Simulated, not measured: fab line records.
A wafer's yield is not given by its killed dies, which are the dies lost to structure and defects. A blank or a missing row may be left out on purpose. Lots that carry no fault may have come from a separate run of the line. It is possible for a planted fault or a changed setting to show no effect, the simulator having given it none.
Matching of chambers | flow n5Finfet | N5_BEOL_M13_VIA_ETCH_16 on rieDiel-01: 4 sister chambers
The step etches SiOC in C4F8/O2/Ar, target depth 921.7 nm. 18 wafers are shown with their chamber, then 9 later ones without.

## EACH WAFER AND ITS CHAMBER
wafer  | chamber | drypumpMotorCurrentA (A) | throttleValvePct (%) | showerheadPlenumPTorr (Torr)
L075.2 | 3       | 5.4                      | 24.4                 | 3.42
L075.4 | 3       | 5.4                      | 24.4                 | 3.42
L075.6 | 1       | 5.5                      | 24.6                 | 3.44
L076.2 | 2       | 6.3                      | 24.0                 | 3.24
L076.4 | 1       | 5.5                      | 24.7                 | 3.44
L076.6 | 3       | 5.4                      | 24.4                 | 3.42
L079.1 | 2       | 6.3                      | 24.0                 | 3.24
L079.2 | 1       | 5.5                      | 24.6                 | 3.43
L079.3 | 3       | 5.4                      | 24.4                 | 3.41
L081.1 | 2       | 6.3                      | 24.0                 | 3.24
L081.5 | 3       | 5.4                      | 24.4                 | 3.41
L081.6 | 1       | 5.5                      | 24.7                 | 3.43
L082.1 | 2       | 6.3                      | 24.0                 | 3.24
L082.3 | 3       | 5.4                      | 24.4                 | 3.41
L082.5 | 3       | 5.4                      | 24.4                 | 3.41
L087.1 | 0       | 5.7                      | 23.6                 | 3.35
L087.2 | 1       | 5.5                      | 24.7                 | 3.42
L087.3 | 3       | 5.5                      | 24.4                 | 3.40

SIGNATURES, as means of the wafers listed above
reading               | chamber 0 | chamber 1 | chamber 2 | chamber 3 | scatter within a chamber
drypumpMotorCurrentA  | 5.700     | 5.500     | 6.300     | 5.413     | 0.025
throttleValvePct      | 23.600    | 24.660    | 24.000    | 24.400    | 0.0293
showerheadPlenumPTorr | 3.3500    | 3.4320    | 3.2400    | 3.4125    | 0.00671
Rule: for a wafer and a chamber, the distance is found by dividing, reading by reading, the gap between the wafer's reading and the chamber's mean by the reading's scatter, squaring, summing and taking the root. The wafer belongs to the nearest chamber; if the next one is less than 2 further off, it can't be placed. The scatter is the square root of a quotient: the sum, over the shown wafers, of each reading's squared deviation from its chamber's mean, divided by wafers minus chambers.

## WAFERS MISSING THEIR CHAMBER
wafer  | drypumpMotorCurrentA (A) | throttleValvePct (%) | showerheadPlenumPTorr (Torr)
L090.2 | 6.2                      | 24.0                 | 3.23
L090.4 | 5.5                      | 24.7                 | 3.42
L090.6 | 6.2                      | 24.1                 | 3.23
L092.1 | 5.4                      | 24.4                 | 3.40
L092.2 | 6.3                      | 24.0                 | 3.23
L092.3 | 5.5                      | 24.7                 | 3.42
L096.2 | 5.6                      | 23.6                 | 3.34
L096.3 | 5.4                      | 24.4                 | 3.39
L096.6 | 6.3                      | 24.1                 | 3.22

## THE CHAMBER EACH PASSED THROUGH
wafer  | from the rows above | in truth
L090.2 | 2                   | 2
L090.4 | 1                   | 1
L090.6 | 2                   | 2
L092.1 | 3                   | 3
L092.2 | 2                   | 2
L092.3 | 1                   | 1
L096.2 | 0                   | 0
L096.3 | 3                   | 3
L096.6 | 2                   | 2
9 of 9 placed correctly. Not placeable from these rows: 0. Placed wrongly: 0.
